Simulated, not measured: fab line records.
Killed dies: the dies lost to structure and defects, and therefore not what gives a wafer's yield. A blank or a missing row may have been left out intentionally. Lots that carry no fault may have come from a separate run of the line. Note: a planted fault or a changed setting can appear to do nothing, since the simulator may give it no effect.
Split-lot experiment || flow n5_finfet || 7 lots, 21 wafers read, on a route of 1938 steps

SPLIT DETAILS
At N5_BEOL_M9_ETCH_66 (etches SOC in N2/H2, target depth 80 nm, overetch 16 nm, time 120 s), the setting time_s was moved away from the recipe's 120 s on 6 of the 21 wafers read, by -20.8% to +7.9%. All remaining wafers had this setting at the recipe value.

The split's own step is where the reading is taken.

THE READING
SiARC_of_BEOL_M9_COAT_64.thk_nm (the simulator's own value, which no gauge read), in nm, at N5_BEOL_M9_ETCH_66 (etches SOC in N2/H2, target depth 80 nm, overetch 16 nm, time 120 s). The file does not state a usual value for it. Average 6.4 nm, standard deviation 0.15 nm, over the 15 wafers here run with the recipe.

{"wafer": "L075.3", "tool, chamber at the split": "rie_diel-01, 0", "time_s as run, s": 120, "against the recipe": "recipe", "SiARC_of_BEOL_M9_COAT_64.thk_nm, nm": 6.2, "against lot-mates on the recipe": "-"}
{"wafer": "L075.6", "tool, chamber at the split": "rie_diel-01, 0", "time_s as run, s": 120, "against the recipe": "recipe", "SiARC_of_BEOL_M9_COAT_64.thk_nm, nm": 6.2, "against lot-mates on the recipe": "-"}
{"wafer": "L075.5", "tool, chamber at the split": "rie_diel-01, 1", "time_s as run, s": 120, "against the recipe": "recipe", "SiARC_of_BEOL_M9_COAT_64.thk_nm, nm": 6.6, "against lot-mates on the recipe": "-"}
{"wafer": "L074.1", "tool, chamber at the split": "rie_diel-04, 1", "time_s as run, s": 120, "against the recipe": "recipe", "SiARC_of_BEOL_M9_COAT_64.thk_nm, nm": 6.4, "against lot-mates on the recipe": "-"}
{"wafer": "L074.3", "tool, chamber at the split": "rie_diel-04, 0", "time_s as run, s": 120, "against the recipe": "recipe", "SiARC_of_BEOL_M9_COAT_64.thk_nm, nm": 6.6, "against lot-mates on the recipe": "-"}
{"wafer": "L074.5", "tool, chamber at the split": "rie_diel-04, 0", "time_s as run, s": 120, "against the recipe": "recipe", "SiARC_of_BEOL_M9_COAT_64.thk_nm, nm": 6.6, "against lot-mates on the recipe": "-"}
{"wafer": "L076.2", "tool, chamber at the split": "rie_diel-06, 0", "time_s as run, s": 120, "against the recipe": "recipe", "SiARC_of_BEOL_M9_COAT_64.thk_nm, nm": 6.6, "against lot-mates on the recipe": "-"}
{"wafer": "L076.4", "tool, chamber at the split": "rie_diel-06, 1", "time_s as run, s": 120, "against the recipe": "recipe", "SiARC_of_BEOL_M9_COAT_64.thk_nm, nm": 6.4, "against lot-mates on the recipe": "-"}
{"wafer": "L076.6", "tool, chamber at the split": "rie_diel-06, 3", "time_s as run, s": 101.1, "against the recipe": "-15.8%", "SiARC_of_BEOL_M9_COAT_64.thk_nm, nm": 7.4, "against lot-mates on the recipe": "+0.9"}
{"wafer": "L077.1", "tool, chamber at the split": "rie_diel-04, 3", "time_s as run, s": 129.5, "against the recipe": "+7.9%", "SiARC_of_BEOL_M9_COAT_64.thk_nm, nm": 5.6, "against lot-mates on the recipe": -0.8}
{"wafer": "L077.2", "tool, chamber at the split": "rie_diel-04, 2", "time_s as run, s": 129.5, "against the recipe": "+7.9%", "SiARC_of_BEOL_M9_COAT_64.thk_nm, nm": 6.4, "against lot-mates on the recipe": "+0.0"}
{"wafer": "L077.5", "tool, chamber at the split": "rie_diel-04, 1", "time_s as run, s": 120, "against the recipe": "recipe", "SiARC_of_BEOL_M9_COAT_64.thk_nm, nm": 6.4, "against lot-mates on the recipe": "-"}
{"wafer": "L084.3", "tool, chamber at the split": "rie_diel-06, 1", "time_s as run, s": 94.99, "against the recipe": "-20.8%", "SiARC_of_BEOL_M9_COAT_64.thk_nm, nm": 7.6, "against lot-mates on the recipe": "+1.0"}
{"wafer": "L084.4", "tool, chamber at the split": "rie_diel-06, 0,3", "time_s as run, s": 120, "against the recipe": "recipe", "SiARC_of_BEOL_M9_COAT_64.thk_nm, nm": 6.6, "against lot-mates on the recipe": "-"}
{"wafer": "L084.5", "tool, chamber at the split": "rie_diel-06, 0,3", "time_s as run, s": 120, "against the recipe": "recipe", "SiARC_of_BEOL_M9_COAT_64.thk_nm, nm": 6.6, "against lot-mates on the recipe": "-"}
{"wafer": "L086.1", "tool, chamber at the split": "rie_diel-04, 1", "time_s as run, s": 120, "against the recipe": "recipe", "SiARC_of_BEOL_M9_COAT_64.thk_nm, nm": 6.4, "against lot-mates on the recipe": "-"}
{"wafer": "L086.5", "tool, chamber at the split": "rie_diel-04, 1", "time_s as run, s": 120, "against the recipe": "recipe", "SiARC_of_BEOL_M9_COAT_64.thk_nm, nm": 6.4, "against lot-mates on the recipe": "-"}
{"wafer": "L086.3", "tool, chamber at the split": "rie_diel-04, 3", "time_s as run, s": 120, "against the recipe": "recipe", "SiARC_of_BEOL_M9_COAT_64.thk_nm, nm": 6.2, "against lot-mates on the recipe": "-"}
{"wafer": "L096.4", "tool, chamber at the split": "rie_diel-06, 1", "time_s as run, s": 105.1, "against the recipe": "-12.4%", "SiARC_of_BEOL_M9_COAT_64.thk_nm, nm": 7.2, "against lot-mates on the recipe": "+0.8"}
{"wafer": "L096.5", "tool, chamber at the split": "rie_diel-06, 1", "time_s as run, s": 120, "against the recipe": "recipe", "SiARC_of_BEOL_M9_COAT_64.thk_nm, nm": 6.4, "against lot-mates on the recipe": "-"}
{"wafer": "L096.6", "tool, chamber at the split": "rie_diel-06, 2", "time_s as run, s": 105.1, "against the recipe": "-12.4%", "SiARC_of_BEOL_M9_COAT_64.thk_nm, nm": 6.8, "against lot-mates on the recipe": "+0.4"}
Rows listing several chambers each stand for several wafers; the file does not say which wafer went through which chamber.

THE FIT
A straight line over all 21 wafers: SiARC_of_BEOL_M9_COAT_64.thk_nm changes by -0.0541 nm for each +1% of time_s; r = -0.89; the points scatter about the line by 0.2 nm.
The same after taking each lot's own level away (the mean of its wafers on the recipe; 21 wafers): -0.0504 nm for each +1%; r = -0.90; scatter 0.18 nm.
On that fit, the largest move of time_s shifts the reading by 1.1 nm.
The span of the lots' own levels, 6.33 to 6.60 nm, comes to 1.8 times the standard deviation stated above.
The two slopes are in agreement: the lot-to-lot level therefore moves the slope only a little.
Check: with one of the wafers moved furthest among these (-20.8%) left out of the fit, the line predicts +1.08 nm for it against its lot-mates. Against them it came out at +1 nm.

THE OTHER SPLITS THESE WAFERS WENT THROUGH
Note: prior to the reading, these wafers also went through further splits. Each is held against what the fit with the lots' levels taken away leaves over:
{"other split on the same wafers": "N5_BEOL_M7_DESCUM_33 time_s", "wafers away from the commonest value": 7, "r with SiARC_of_BEOL_M9_COAT_64.thk_nm (lot level and that fit taken away)": "+0.14"}
{"other split on the same wafers": "N5_BEOL_M8_DESCUM_33 time_s", "wafers away from the commonest value": 5, "r with SiARC_of_BEOL_M9_COAT_64.thk_nm (lot level and that fit taken away)": "+0.23"}
{"other split on the same wafers": "N5_BEOL_M8_ETCH_72 h2_flow_sccm", "wafers away from the commonest value": 7, "r with SiARC_of_BEOL_M9_COAT_64.thk_nm (lot level and that fit taken away)": -0.13}
{"other split on the same wafers": "N5_BEOL_M8_VIA_ETCH_34 source_w", "wafers away from the commonest value": 9, "r with SiARC_of_BEOL_M9_COAT_64.thk_nm (lot level and that fit taken away)": -0.23}
{"other split on the same wafers": "N5_BEOL_M8_TRENCH_ETCH_37 source_w", "wafers away from the commonest value": 8, "r with SiARC_of_BEOL_M9_COAT_64.thk_nm (lot level and that fit taken away)": -0.10}

FILE'S OWN FIT
SiARC_of_BEOL_M9_COAT_64.thk_nm changes by -0.0507 nm for each +1% of time_s, r = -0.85.
